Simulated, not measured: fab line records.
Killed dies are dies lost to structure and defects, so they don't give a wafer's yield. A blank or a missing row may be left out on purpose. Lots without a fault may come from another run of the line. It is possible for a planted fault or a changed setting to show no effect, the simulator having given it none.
Chamber matching / flow n5_finfet / N5_BEOL_M0_DEP_125 on pecvd-02: 3 sister chambers
The step deposits SiCN from 3MS/NH3, target thk 8 nm, time 14 s. 6 wafers are shown with their chamber, then 12 later ones without.

== WAFERS, EACH WITH ITS CHAMBER ==
wafer=L086.2; chamber=2; throttle_valve_pct (%)=9.4; showerhead_plenum_p_Torr (Torr)=3.656
wafer=L086.3; chamber=2; throttle_valve_pct (%)=9.0; showerhead_plenum_p_Torr (Torr)=3.651
wafer=L088.3; chamber=0; throttle_valve_pct (%)=9.2; showerhead_plenum_p_Torr (Torr)=3.668
wafer=L088.4; chamber=1; throttle_valve_pct (%)=8.9; showerhead_plenum_p_Torr (Torr)=3.663
wafer=L088.5; chamber=0; throttle_valve_pct (%)=9.4; showerhead_plenum_p_Torr (Torr)=3.653
wafer=L088.6; chamber=1; throttle_valve_pct (%)=8.9; showerhead_plenum_p_Torr (Torr)=3.665

== WAFERS WITH NO CHAMBER GIVEN ==
wafer=L094.2; throttle_valve_pct (%)=8.6; showerhead_plenum_p_Torr (Torr)=3.646
wafer=L094.3; throttle_valve_pct (%)=8.6; showerhead_plenum_p_Torr (Torr)=3.663
wafer=L094.4; throttle_valve_pct (%)=9.2; showerhead_plenum_p_Torr (Torr)=3.650
wafer=L095.3; throttle_valve_pct (%)=8.9; showerhead_plenum_p_Torr (Torr)=3.670
wafer=L095.4; throttle_valve_pct (%)=8.5; showerhead_plenum_p_Torr (Torr)=3.651
wafer=L095.5; throttle_valve_pct (%)=8.4; showerhead_plenum_p_Torr (Torr)=3.652
wafer=L096.1; throttle_valve_pct (%)=8.8; showerhead_plenum_p_Torr (Torr)=3.667
wafer=L096.2; throttle_valve_pct (%)=8.7; showerhead_plenum_p_Torr (Torr)=3.645
wafer=L096.3; throttle_valve_pct (%)=8.9; showerhead_plenum_p_Torr (Torr)=3.664
wafer=L096.4; throttle_valve_pct (%)=8.6; showerhead_plenum_p_Torr (Torr)=3.655
wafer=L096.5; throttle_valve_pct (%)=8.8; showerhead_plenum_p_Torr (Torr)=3.654
wafer=L096.6; throttle_valve_pct (%)=8.7; showerhead_plenum_p_Torr (Torr)=3.651

== WHICH CHAMBER EACH WENT THROUGH ==
wafer=L094.2; from the rows above=can't be placed: 1 or 2 or 0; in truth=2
wafer=L094.3; from the rows above=can't be placed: 1 or 2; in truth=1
wafer=L094.4; from the rows above=can't be placed: 2 or 0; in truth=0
wafer=L095.3; from the rows above=can't be placed: 1 or 0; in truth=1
wafer=L095.4; from the rows above=can't be placed: 1 or 2 or 0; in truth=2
wafer=L095.5; from the rows above=can't be placed: 1 or 2 or 0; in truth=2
wafer=L096.1; from the rows above=1; in truth=1
wafer=L096.2; from the rows above=can't be placed: 2 or 1 or 0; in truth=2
wafer=L096.3; from the rows above=1; in truth=1
wafer=L096.4; from the rows above=can't be placed: 1 or 2 or 0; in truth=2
wafer=L096.5; from the rows above=can't be placed: 1 or 2 or 0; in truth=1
wafer=L096.6; from the rows above=can't be placed: 1 or 2 or 0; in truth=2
2 of 12 placed correctly. From these rows, 10 cannot be placed; in 10 the true chamber is one of the candidates. Number placed wrongly: 0.
How it was worked out, from the rows above alone: a wafer's distance from a chamber is the root of the sum, over the readings, of the square of ((its reading less the chamber's mean) divided by the reading's scatter). If the next closest chamber is less than 2 further off than the closest, the wafer can't be placed; otherwise it belongs to the closest. Each chamber's mean is taken over the wafers shown for it. The scatter: take each reading less its chamber's mean, square it, sum over the shown wafers, divide by the number of wafers less the number of chambers, and take the root.
